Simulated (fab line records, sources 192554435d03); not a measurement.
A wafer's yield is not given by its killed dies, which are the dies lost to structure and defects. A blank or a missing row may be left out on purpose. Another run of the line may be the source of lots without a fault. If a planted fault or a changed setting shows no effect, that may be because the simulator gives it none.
Chamber matching || flow n5 finfet || N5_GATE_CUT_STRIP_59 on rie diel-03 has 4 sister chambers
The step strips in N2/H2, time 20 s. 16 wafers are shown with their chamber, then 8 later ones without.

## EACH WAFER AND ITS CHAMBER
{"wafer": "L076.1", "chamber": 0, "showerhead plenum p Torr (Torr)": 3.56, "drypump motor current A (A)": 6.0, "throttle valve pct (%)": 12.22}
{"wafer": "L076.2", "chamber": 1, "showerhead plenum p Torr (Torr)": 3.38, "drypump motor current A (A)": 5.7, "throttle valve pct (%)": 12.58}
{"wafer": "L076.4", "chamber": 3, "showerhead plenum p Torr (Torr)": 3.52, "drypump motor current A (A)": 5.5, "throttle valve pct (%)": 12.30}
{"wafer": "L082.1", "chamber": 2, "showerhead plenum p Torr (Torr)": 3.23, "drypump motor current A (A)": 5.7, "throttle valve pct (%)": 12.35}
{"wafer": "L082.3", "chamber": 0, "showerhead plenum p Torr (Torr)": 3.56, "drypump motor current A (A)": 5.9, "throttle valve pct (%)": 12.26}
{"wafer": "L082.4", "chamber": 3, "showerhead plenum p Torr (Torr)": 3.51, "drypump motor current A (A)": 5.5, "throttle valve pct (%)": 12.33}
{"wafer": "L085.2", "chamber": 2, "showerhead plenum p Torr (Torr)": 3.23, "drypump motor current A (A)": 5.7, "throttle valve pct (%)": 12.37}
{"wafer": "L085.3", "chamber": 3, "showerhead plenum p Torr (Torr)": 3.51, "drypump motor current A (A)": 5.5, "throttle valve pct (%)": 12.35}
{"wafer": "L085.6", "chamber": 3, "showerhead plenum p Torr (Torr)": 3.51, "drypump motor current A (A)": 5.5, "throttle valve pct (%)": 12.33}
{"wafer": "L087.2", "chamber": 3, "showerhead plenum p Torr (Torr)": 3.50, "drypump motor current A (A)": 5.5, "throttle valve pct (%)": 12.35}
{"wafer": "L087.3", "chamber": 0, "showerhead plenum p Torr (Torr)": 3.55, "drypump motor current A (A)": 5.9, "throttle valve pct (%)": 12.28}
{"wafer": "L087.5", "chamber": 0, "showerhead plenum p Torr (Torr)": 3.55, "drypump motor current A (A)": 6.0, "throttle valve pct (%)": 12.27}
{"wafer": "L088.2", "chamber": 3, "showerhead plenum p Torr (Torr)": 3.50, "drypump motor current A (A)": 5.5, "throttle valve pct (%)": 12.37}
{"wafer": "L088.4", "chamber": 2, "showerhead plenum p Torr (Torr)": 3.22, "drypump motor current A (A)": 5.7, "throttle valve pct (%)": 12.38}
{"wafer": "L088.5", "chamber": 0, "showerhead plenum p Torr (Torr)": 3.55, "drypump motor current A (A)": 5.9, "throttle valve pct (%)": 12.29}
{"wafer": "L089.2", "chamber": 3, "showerhead plenum p Torr (Torr)": 3.50, "drypump motor current A (A)": 5.5, "throttle valve pct (%)": 12.36}

SIGNATURES, as means of the wafers listed above
{"reading": "showerhead plenum p Torr", "chamber 0": 3.5540, "chamber 1": 3.3800, "chamber 2": 3.2267, "chamber 3": 3.5071, "scatter within a chamber": 0.00664}
{"reading": "drypump motor current A", "chamber 0": 5.940, "chamber 1": 5.700, "chamber 2": 5.700, "chamber 3": 5.500, "scatter within a chamber": 0.0316}
{"reading": "throttle valve pct", "chamber 0": 12.2640, "chamber 1": 12.5800, "chamber 2": 12.3667, "chamber 3": 12.3414, "scatter within a chamber": 0.0236}
Rule: for a wafer and a chamber, the distance is found by dividing, reading by reading, the gap between the wafer's reading and the chamber's mean by the reading's scatter, squaring, summing and taking the root. The wafer belongs to the nearest chamber; if the next one is less than 2 further off, it can't be placed. How the scatter is found: for the shown wafers, subtract from each reading the mean of its chamber, square and add these, divide the total by (wafers less chambers), then take the root.

## WAFERS WHOSE CHAMBER IS MISSING
{"wafer": "L089.4", "showerhead plenum p Torr (Torr)": 3.36, "drypump motor current A (A)": 5.8, "throttle valve pct (%)": 12.65}
{"wafer": "L089.5", "showerhead plenum p Torr (Torr)": 3.55, "drypump motor current A (A)": 6.0, "throttle valve pct (%)": 12.31}
{"wafer": "L090.1", "showerhead plenum p Torr (Torr)": 3.36, "drypump motor current A (A)": 5.8, "throttle valve pct (%)": 12.65}
{"wafer": "L090.4", "showerhead plenum p Torr (Torr)": 3.55, "drypump motor current A (A)": 5.9, "throttle valve pct (%)": 12.29}
{"wafer": "L090.5", "showerhead plenum p Torr (Torr)": 3.50, "drypump motor current A (A)": 5.5, "throttle valve pct (%)": 12.37}
{"wafer": "L095.1", "showerhead plenum p Torr (Torr)": 3.35, "drypump motor current A (A)": 5.7, "throttle valve pct (%)": 12.68}
{"wafer": "L095.2", "showerhead plenum p Torr (Torr)": 3.54, "drypump motor current A (A)": 5.9, "throttle valve pct (%)": 12.34}
{"wafer": "L095.4", "showerhead plenum p Torr (Torr)": 3.22, "drypump motor current A (A)": 5.7, "throttle valve pct (%)": 12.42}

## WHICH CHAMBER EACH WENT THROUGH
{"wafer": "L089.4", "from the rows above": 1, "in truth": 1}
{"wafer": "L089.5", "from the rows above": 0, "in truth": 0}
{"wafer": "L090.1", "from the rows above": 1, "in truth": 1}
{"wafer": "L090.4", "from the rows above": 0, "in truth": 0}
{"wafer": "L090.5", "from the rows above": 3, "in truth": 3}
{"wafer": "L095.1", "from the rows above": 1, "in truth": 1}
{"wafer": "L095.2", "from the rows above": 0, "in truth": 0}
{"wafer": "L095.4", "from the rows above": 2, "in truth": 2}
8 of 8 placed correctly. From these rows, 0 cannot be placed. Placed wrongly: 0.
